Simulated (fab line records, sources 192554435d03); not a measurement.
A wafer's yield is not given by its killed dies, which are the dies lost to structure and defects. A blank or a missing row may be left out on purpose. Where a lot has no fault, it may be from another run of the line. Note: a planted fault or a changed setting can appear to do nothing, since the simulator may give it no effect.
Chamber matching || flow n5Finfet || N5_BEOL_M13_DEP_53 on pecvd-02 has 3 sister chambers
The step deposits SiCN from 3MS/NH3, target thk 50 nm, time 17.8 s. 36 wafers are shown with their chamber, then 12 later ones without.

WAFERS WITH THEIR CHAMBER
{"wafer": "L076.1", "chamber": 2, "throttleValvePct (%)": 18.6, "showerheadPlenumPTorr (Torr)": 4.180}
{"wafer": "L076.2", "chamber": 0, "throttleValvePct (%)": 19.7, "showerheadPlenumPTorr (Torr)": 4.165}
{"wafer": "L076.3", "chamber": 1, "throttleValvePct (%)": 16.7, "showerheadPlenumPTorr (Torr)": 4.168}
{"wafer": "L076.4", "chamber": 0, "throttleValvePct (%)": 19.6, "showerheadPlenumPTorr (Torr)": 4.171}
{"wafer": "L076.5", "chamber": 1, "throttleValvePct (%)": 17.0, "showerheadPlenumPTorr (Torr)": 4.172}
{"wafer": "L076.6", "chamber": 2, "throttleValvePct (%)": 18.4, "showerheadPlenumPTorr (Torr)": 4.175}
{"wafer": "L074.2", "chamber": 2, "throttleValvePct (%)": 18.5, "showerheadPlenumPTorr (Torr)": 4.177}
{"wafer": "L074.4", "chamber": 2, "throttleValvePct (%)": 18.5, "showerheadPlenumPTorr (Torr)": 4.182}
{"wafer": "L074.5", "chamber": 1, "throttleValvePct (%)": 16.5, "showerheadPlenumPTorr (Torr)": 4.181}
{"wafer": "L075.1", "chamber": 0, "throttleValvePct (%)": 19.5, "showerheadPlenumPTorr (Torr)": 4.165}
{"wafer": "L075.2", "chamber": 1, "throttleValvePct (%)": 17.0, "showerheadPlenumPTorr (Torr)": 4.175}
{"wafer": "L075.3", "chamber": 2, "throttleValvePct (%)": 18.6, "showerheadPlenumPTorr (Torr)": 4.168}
{"wafer": "L075.4", "chamber": 2, "throttleValvePct (%)": 18.5, "showerheadPlenumPTorr (Torr)": 4.178}
{"wafer": "L075.5", "chamber": 1, "throttleValvePct (%)": 16.8, "showerheadPlenumPTorr (Torr)": 4.187}
{"wafer": "L075.6", "chamber": 0, "throttleValvePct (%)": 19.9, "showerheadPlenumPTorr (Torr)": 4.163}
{"wafer": "L077.2", "chamber": 0, "throttleValvePct (%)": 19.7, "showerheadPlenumPTorr (Torr)": 4.172}
{"wafer": "L077.4", "chamber": 0, "throttleValvePct (%)": 19.7, "showerheadPlenumPTorr (Torr)": 4.155}
{"wafer": "L077.6", "chamber": 2, "throttleValvePct (%)": 18.4, "showerheadPlenumPTorr (Torr)": 4.173}
{"wafer": "L078.3", "chamber": 0, "throttleValvePct (%)": 19.6, "showerheadPlenumPTorr (Torr)": 4.169}
{"wafer": "L078.4", "chamber": 1, "throttleValvePct (%)": 16.7, "showerheadPlenumPTorr (Torr)": 4.171}
{"wafer": "L078.6", "chamber": 2, "throttleValvePct (%)": 18.3, "showerheadPlenumPTorr (Torr)": 4.169}
{"wafer": "L080.2", "chamber": 0, "throttleValvePct (%)": 19.7, "showerheadPlenumPTorr (Torr)": 4.151}
{"wafer": "L080.4", "chamber": 0, "throttleValvePct (%)": 19.6, "showerheadPlenumPTorr (Torr)": 4.154}
{"wafer": "L080.6", "chamber": 2, "throttleValvePct (%)": 18.5, "showerheadPlenumPTorr (Torr)": 4.179}
{"wafer": "L081.1", "chamber": 2, "throttleValvePct (%)": 18.6, "showerheadPlenumPTorr (Torr)": 4.170}
{"wafer": "L081.4", "chamber": 2, "throttleValvePct (%)": 18.3, "showerheadPlenumPTorr (Torr)": 4.184}
{"wafer": "L081.6", "chamber": 0, "throttleValvePct (%)": 19.8, "showerheadPlenumPTorr (Torr)": 4.161}
{"wafer": "L083.1", "chamber": 1, "throttleValvePct (%)": 16.8, "showerheadPlenumPTorr (Torr)": 4.184}
{"wafer": "L083.2", "chamber": 2, "throttleValvePct (%)": 18.4, "showerheadPlenumPTorr (Torr)": 4.175}
{"wafer": "L083.6", "chamber": 2, "throttleValvePct (%)": 18.7, "showerheadPlenumPTorr (Torr)": 4.170}
{"wafer": "L083.3", "chamber": 1, "throttleValvePct (%)": 16.8, "showerheadPlenumPTorr (Torr)": 4.180}
{"wafer": "L083.4", "chamber": 2, "throttleValvePct (%)": 18.5, "showerheadPlenumPTorr (Torr)": 4.188}
{"wafer": "L083.5", "chamber": 1, "throttleValvePct (%)": 17.0, "showerheadPlenumPTorr (Torr)": 4.179}
{"wafer": "L092.1", "chamber": 1, "throttleValvePct (%)": 17.1, "showerheadPlenumPTorr (Torr)": 4.182}
{"wafer": "L092.2", "chamber": 0, "throttleValvePct (%)": 19.7, "showerheadPlenumPTorr (Torr)": 4.157}
{"wafer": "L092.3", "chamber": 2, "throttleValvePct (%)": 18.7, "showerheadPlenumPTorr (Torr)": 4.179}

SIGNATURES (means of the wafers above)
{"reading": "throttleValvePct", "chamber 0": 19.682, "chamber 1": 16.840, "chamber 2": 18.500, "scatter within a chamber": 0.139}
{"reading": "showerheadPlenumPTorr", "chamber 0": 4.16209, "chamber 1": 4.17790, "chamber 2": 4.17647, "scatter within a chamber": 0.00634}
Rule: a wafer's distance from a chamber is the root of the sum, over the readings, of the square of ((its reading less the chamber's mean) divided by the reading's scatter). If the next closest chamber is less than 2 further off than the closest, the wafer can't be placed; otherwise it belongs to the closest. The scatter: take each reading less its chamber's mean, square it, sum over the shown wafers, divide by the number of wafers less the number of chambers, and take the root.

WAFERS WITH NO CHAMBER GIVEN
{"wafer": "L092.4", "throttleValvePct (%)": 18.9, "showerheadPlenumPTorr (Torr)": 4.179}
{"wafer": "L092.5", "throttleValvePct (%)": 19.6, "showerheadPlenumPTorr (Torr)": 4.165}
{"wafer": "L092.6", "throttleValvePct (%)": 17.0, "showerheadPlenumPTorr (Torr)": 4.184}
{"wafer": "L090.2", "throttleValvePct (%)": 16.8, "showerheadPlenumPTorr (Torr)": 4.180}
{"wafer": "L090.3", "throttleValvePct (%)": 19.9, "showerheadPlenumPTorr (Torr)": 4.170}
{"wafer": "L090.6", "throttleValvePct (%)": 18.5, "showerheadPlenumPTorr (Torr)": 4.166}
{"wafer": "L094.1", "throttleValvePct (%)": 16.7, "showerheadPlenumPTorr (Torr)": 4.172}
{"wafer": "L094.5", "throttleValvePct (%)": 16.9, "showerheadPlenumPTorr (Torr)": 4.179}
{"wafer": "L094.6", "throttleValvePct (%)": 19.7, "showerheadPlenumPTorr (Torr)": 4.165}
{"wafer": "L095.1", "throttleValvePct (%)": 18.9, "showerheadPlenumPTorr (Torr)": 4.184}
{"wafer": "L095.3", "throttleValvePct (%)": 19.5, "showerheadPlenumPTorr (Torr)": 4.164}
{"wafer": "L095.4", "throttleValvePct (%)": 19.6, "showerheadPlenumPTorr (Torr)": 4.161}

WHICH CHAMBER EACH WENT THROUGH
{"wafer": "L092.4", "from the rows above": 2, "in truth": 2}
{"wafer": "L092.5", "from the rows above": 0, "in truth": 0}
{"wafer": "L092.6", "from the rows above": 1, "in truth": 1}
{"wafer": "L090.2", "from the rows above": 1, "in truth": 1}
{"wafer": "L090.3", "from the rows above": 0, "in truth": 0}
{"wafer": "L090.6", "from the rows above": 2, "in truth": 2}
{"wafer": "L094.1", "from the rows above": 1, "in truth": 1}
{"wafer": "L094.5", "from the rows above": 1, "in truth": 1}
{"wafer": "L094.6", "from the rows above": 0, "in truth": 0}
{"wafer": "L095.1", "from the rows above": 2, "in truth": 2}
{"wafer": "L095.3", "from the rows above": 0, "in truth": 0}
{"wafer": "L095.4", "from the rows above": 0, "in truth": 0}
Placed correctly: 12 of 12. Left unplaced by these rows: 0. Wrongly placed: 0.
